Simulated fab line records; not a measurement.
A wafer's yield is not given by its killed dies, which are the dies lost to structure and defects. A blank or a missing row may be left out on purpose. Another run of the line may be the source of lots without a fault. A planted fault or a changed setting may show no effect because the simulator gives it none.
Split-lot study -- flow n5 finfet -- 7 lots, 21 wafers read, on a route of 1938 steps

== ON THE SPLIT ==
At N5_MIM_BOT_LITHO_EXPOSE_05 (exposes mask MIM BOT), the setting dose mj was moved away from the recipe's 24.25 on 8 of the 21 wafers read, by -6.7% to +3.6%. The other wafers ran this setting at the recipe's value.

== FROM THE SPLIT TO THE READING: what the file shows between them, 3 steps ==
- N5_MIM_BOT_LITHO_PEB_06
- N5_MIM_BOT_LITHO_DEVELOP_07: develop time 60 s
- N5_MIM_BOT_LITHO_HARDBAKE_09: time 120 s

== THE READING ==
cd nm at N5_MIM_BOT_LITHO_CD_MEAS_08, given in nm (cd target 3000 nm). On this fab line, fault-free wafers typically give 3000.6 nm with a standard deviation of 2.1 nm.

wafer,"tool, chamber at the split",dose mj as run,against the recipe,"cd nm, nm",against lot-mates on the recipe
L079.2,"krf scanner-01, 0",24.25,recipe,2997.2,-
L079.3,"krf scanner-01, 0",24.25,recipe,2999.5,-
L079.4,"krf scanner-01, 0",24.25,recipe,2997.7,-
L081.3,"krf scanner-02, 0",25.13,+3.6%,3005.6,+5.8
L081.5,"krf scanner-02, 0",24.25,recipe,2999.8,-
L081.6,"krf scanner-02, 0",25.13,+3.6%,3006.6,+6.8
L085.1,"krf scanner-02, 0",23.38,-3.6%,2994.4,-4.6
L085.4,"krf scanner-02, 0",24.25,recipe,2999.0,-
L085.6,"krf scanner-02, 0",23.38,-3.6%,2994.1,-4.9
L088.2,"krf scanner-02, 0",24.25,recipe,3000.8,-
L088.3,"krf scanner-02, 0",22.63,-6.7%,2988.2,-12.6
L088.4,"krf scanner-02, 0",22.63,-6.7%,2988.4,-12.4
L089.2,"krf scanner-02, 0",24.25,recipe,3001.4,-
L089.5,"krf scanner-02, 0",24.25,recipe,3003.4,-
L089.6,"krf scanner-02, 0",24.25,recipe,3000.0,-
L094.2,"krf scanner-01, 0",24.25,recipe,3000.1,-
L094.3,"krf scanner-01, 0",23.34,-3.8%,2995.1,-5.0
L094.4,"krf scanner-01, 0",23.34,-3.8%,2994.6,-5.5
L096.1,"krf scanner-01, 0",24.25,recipe,2997.3,-
L096.2,"krf scanner-01, 0",24.25,recipe,2999.6,-
L096.4,"krf scanner-01, 0",24.25,recipe,2999.5,-

THE FIT
A straight line over all 21 wafers: cd nm changes by +1.63 nm for each +1% of dose mj; r = +0.95; the points scatter about the line by 1.4 nm.
The same after taking each lot's own level away (the mean of its wafers on the recipe; 21 wafers): +1.71 nm for each +1%; r = +0.98; scatter 1.1 nm.
The reading moves by 11 nm for the largest change in dose mj, on that fit.
The lots' own levels span 2998.13 to 3001.60 nm, that is 1.7 times the standard deviation above.
The two slopes agree, so the slope changes little with the lot-to-lot level.
Check: -10.8 nm against its lot-mates is what the line predicts for one of the wafers moved furthest among these (-6.7%) when that wafer is left out of the fit. Against them it came out at -12.6 nm.

== OTHER SPLITS APPLIED TO THESE WAFERS ==
Before the reading, these wafers also passed through other splits. Each is held against what the fit with the lots' levels taken away leaves over:
other split on the same wafers,wafers away from the commonest value,r with cd nm (lot level and that fit taken away)
N5_BEOL_M9_EXPOSE_08 dose mj,6,+0.18
N5_BEOL_M9_ETCH_62 time s,6,-0.03
N5_BEOL_M10_TRENCH_ETCH_37 source w,6,-0.21
N5_BEOL_M11_VIA_ETCH_34 time s,4,+0.11
N5_BEOL_M13_COAT_58 spin rpm,9,+0.31
N5_BEOL_M15_TRENCH_ETCH_34 bias w,8,-0.18

== THE FILE'S OWN FIT ==
cd nm changes by +1.69 nm for each +1% of dose mj, r = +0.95.
